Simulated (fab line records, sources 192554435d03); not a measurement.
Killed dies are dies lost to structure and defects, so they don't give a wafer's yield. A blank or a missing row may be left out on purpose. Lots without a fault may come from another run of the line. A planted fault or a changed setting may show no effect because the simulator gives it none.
Chamber matching | flow n5_finfet | N5_BEOL_M4_ETCH_74 on rie_diel-06: 4 sister chambers
The step etches underlayer in N2/H2, target depth 6.5 nm, time 5.2 s. 22 wafers are shown with their chamber, then 11 later ones without.

WAFERS WITH THEIR CHAMBER
wafer  | chamber | drypump_motor_current_A (A) | showerhead_plenum_p_Torr (Torr) | etch_rf_on_time_s (s)
L078.1 | 1       | 5.94                        | 2.60                            | 5.14
L078.5 | 0       | 5.55                        | 2.51                            | 5.38
L078.6 | 3       | 6.06                        | 2.56                            | 5.27
L079.2 | 2       | 5.65                        | 2.55                            | 4.84
L079.4 | 0       | 5.58                        | 2.51                            | 5.33
L079.6 | 3       | 6.04                        | 2.56                            | 5.23
L080.4 | 3       | 6.06                        | 2.56                            | 5.29
L080.5 | 0       | 5.55                        | 2.51                            | 5.36
L080.6 | 2       | 5.65                        | 2.55                            | 4.88
L083.1 | 3       | 6.06                        | 2.56                            | 5.29
L083.3 | 0       | 5.59                        | 2.50                            | 5.46
L083.5 | 0       | 5.57                        | 2.50                            | 5.41
L088.2 | 3       | 6.07                        | 2.55                            | 5.29
L088.4 | 0       | 5.59                        | 2.50                            | 5.38
L088.6 | 3       | 6.07                        | 2.55                            | 5.24
L087.1 | 1       | 5.93                        | 2.59                            | 4.72
L087.4 | 0       | 5.57                        | 2.50                            | 5.32
L087.5 | 0       | 5.57                        | 2.50                            | 5.35
L092.3 | 3       | 6.07                        | 2.55                            | 5.23
L092.4 | 0       | 5.57                        | 2.50                            | 5.33
L092.5 | 1       | 5.94                        | 2.59                            | 4.76
L091.1 | 3       | 6.07                        | 2.55                            | 5.29

SIGNATURES (means of the wafers above)
reading                  | chamber 0 | chamber 1 | chamber 2 | chamber 3 | scatter within a chamber
drypump_motor_current_A  | 5.5711    | 5.9367    | 5.6500    | 6.0625    | 0.0118
showerhead_plenum_p_Torr | 2.5033    | 2.5933    | 2.5500    | 2.5550    | 0.00509
etch_rf_on_time_s        | 5.3689    | 4.8733    | 4.8600    | 5.2663    | 0.085
Rule: a wafer's distance from a chamber is the root of the sum, over the readings, of the square of ((its reading less the chamber's mean) divided by the reading's scatter). The wafer belongs to the nearest chamber; if the next one is less than 2 further off, it can't be placed. The scatter: the root of (the sum of the squares of (reading less its chamber's mean) over the shown wafers, divided by (wafers less chambers)).

WAFERS WITHOUT THEIR CHAMBER
wafer  | drypump_motor_current_A (A) | showerhead_plenum_p_Torr (Torr) | etch_rf_on_time_s (s)
L091.2 | 5.93                        | 2.59                            | 4.81
L091.6 | 6.05                        | 2.55                            | 5.29
L093.2 | 5.93                        | 2.59                            | 4.78
L093.4 | 5.56                        | 2.49                            | 5.37
L093.5 | 5.59                        | 2.49                            | 5.37
L096.1 | 6.08                        | 2.54                            | 5.24
L096.2 | 5.94                        | 2.59                            | 4.85
L096.3 | 5.57                        | 2.49                            | 5.41
L097.1 | 6.08                        | 2.54                            | 5.14
L097.2 | 5.67                        | 2.53                            | 4.84
L097.6 | 5.93                        | 2.59                            | 4.82

WHICH CHAMBER EACH WENT THROUGH
wafer  | from the rows above | in truth
L091.2 | 1                   | 1
L091.6 | 3                   | 3
L093.2 | 1                   | 1
L093.4 | 0                   | 0
L093.5 | 0                   | 0
L096.1 | 3                   | 3
L096.2 | 1                   | 1
L096.3 | 0                   | 0
L097.1 | 3                   | 3
L097.2 | 2                   | 2
L097.6 | 1                   | 1
Placed correctly: 11 of 11. Can't be placed from these rows: 0. Placed wrongly: 0.
